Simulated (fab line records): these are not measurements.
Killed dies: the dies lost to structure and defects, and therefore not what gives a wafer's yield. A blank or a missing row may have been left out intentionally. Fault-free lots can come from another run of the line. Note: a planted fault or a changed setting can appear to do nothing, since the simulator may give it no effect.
Struck lot and sound lot, side by side / flow n5Finfet / 36 steps out of a route of 1938
Sound: wafers L790.2, L790.4, L790.5. Struck: wafer L775.2. (L775.4 of the same lot was not struck and is left out.) The cause comes at the end.
At each step with rows: each side's tool, then ch and its chambers, then its first start. Under that, the readings that differ: sound wafers / struck wafers / difference of the means / sigmas: that difference in standard deviations of wafers without a fault.
alike: readings with means less than 2 such deviations apart, plus words and numbers identical on both sides. not compared: withheld readings, readings lacking a value on some wafer, bounds such as >300 that could conceal the same value, and numbers that have no deviation in the record and whose values overlap.
The two part at a step that has a row with sigmas, a row that says differs or no value, or rows on one side only. When numbers do not overlap yet have no deviation, they are printed without sigmas and do not part them. Lack of a reading on every wafer of one side parts them only where that side has two or more wafers.

first, 8 steps without rows for these wafers: N5_BEOL_M8_SPUTTER_48 (material Cu, target thk 10 nm, time 1.667 s); N5_BEOL_M8_ECD_50 (material Cu, target thk 300 nm); N5_BEOL_M8_ANNEAL_51 (time 90 s); N5_BEOL_M8_CMP_52 (polishes, stops on SiCOH lowk, t overpolish 6.9 s, target thk 80 nm); N5_BEOL_M8_PRE_CLEAN_55 (time 15 s); N5_BEOL_M8_DEP_56 (deposits SiCN from 3MS/NH3, target thk 10 nm, time 17.5 s); N5_BEOL_M9_ILD_DEP_00 (deposits SiCOH lowk from DEMS/porogen, target thk 308.51 nm, time 58 s); N5_BEOL_M9_CURE_71 (cures SiCOH lowk, time 240 s).
N5_BEOL_M9_PECVD_70: deposits SiO2 from TEOS/O2, target thk 20 nm, time 22.7 s.
  sound on pecvd-04 ch 0,1,2, day 15 06:08; struck on pecvd-04 ch 0, day 11 22:17
reading=model.SiO2_of_BEOL_M9_PECVD_70.thkNm (nm); sound=20 20.4 20; struck=35.6; difference=+15.5; sigmas=
  alike: heaterPowerW, showerheadPlenumPTorr, throttleValvePct
then, 25 steps without rows for these wafers: N5_BEOL_M9_HM_DEP_02 (deposits TiN, target thk 20 nm); N5_BEOL_M9_COAT_59 (time 60 s, resist thk 100 nm); N5_BEOL_M9_COAT_60 (time 60 s, resist thk 30 nm); N5_BEOL_M9_COAT_05 (resist thk 90 nm); N5_BEOL_M9_EBR_07; N5_BEOL_M9_SOFTBAKE_06 (time 60 s); N5_BEOL_M9_EXPOSE_08 (exposes mask M9); N5_BEOL_M9_PEB_09 (peb time 60 s); N5_BEOL_M9_DEVELOP_10 (develop time 30 s); N5_BEOL_M9_DESCUM_16 (chemistry O2, time 7.9 s); N5_BEOL_M9_ETCH_61 (etches SiARC in CF4, target depth 39 nm, time 65 s); N5_BEOL_M9_ETCH_62 (etches SOC in N2/H2, target depth 110 nm, overetch 22 nm, time 165 s); N5_BEOL_M9_STRIP_68 (strips in N2/H2); N5_BEOL_M9_STRIP_67 (strips in CF4); N5_BEOL_M9_HM_OPEN_17 (chemistry Cl2/BCl3, target TiN, target depth 20 nm, overetch 6 nm); N5_BEOL_M9_STRIP_19 (strips in O2); N5_BEOL_M9_COAT_63 (time 60 s, resist thk 60 nm); N5_BEOL_M9_COAT_64 (time 60 s, resist thk 12 nm); N5_BEOL_M9_COAT_75 (time 60 s, resist thk 5 nm); N5_BEOL_M9_COAT_22 (resist thk 30 nm); N5_BEOL_M9_EBR_24; N5_BEOL_M9_SOFTBAKE_23 (time 60 s); N5_BEOL_M9_EXPOSE_25 (exposes mask V8); N5_BEOL_M9_PEB_26 (peb time 60 s); N5_BEOL_M9_DEVELOP_27 (develop time 30 s).
N5_BEOL_M9_HM_STRIP_39: strips TiN in peroxide tin strip, target depth 25 nm, time 158 s.
  sound on wetBench-03 ch 0,6,7, day 15 10:43; struck on wetBench-03 ch 3, day 12 01:47
reading=model.SiO2_of_BEOL_M9_PECVD_70.thkNm (nm); sound=19.8 20.2 19.8; struck=35.4; difference=+15.5; sigmas=
N5_BEOL_M9_CMP_52: polishes, stops on SiCOH lowk, t overpolish 7 s, target thk 140 nm.
  sound on cmp-02 ch 1,3, day 15 13:47; struck on cmp-02 ch 1, day 12 04:11
reading=barrierFieldEndpointS (s); sound=28.6 28.8 28.9; struck=46.9; difference=+18.1; sigmas=+30
reading=overpolishRunS (s); sound=7.009 6.999 7.030; struck=0.035; difference=-6.978; sigmas=-99 or more
  alike: motorCurrentA

WHERE THEY PART
Only at N5_BEOL_M9_CMP_52, as far as this record shows.

WHY: what had been put in by the simulator
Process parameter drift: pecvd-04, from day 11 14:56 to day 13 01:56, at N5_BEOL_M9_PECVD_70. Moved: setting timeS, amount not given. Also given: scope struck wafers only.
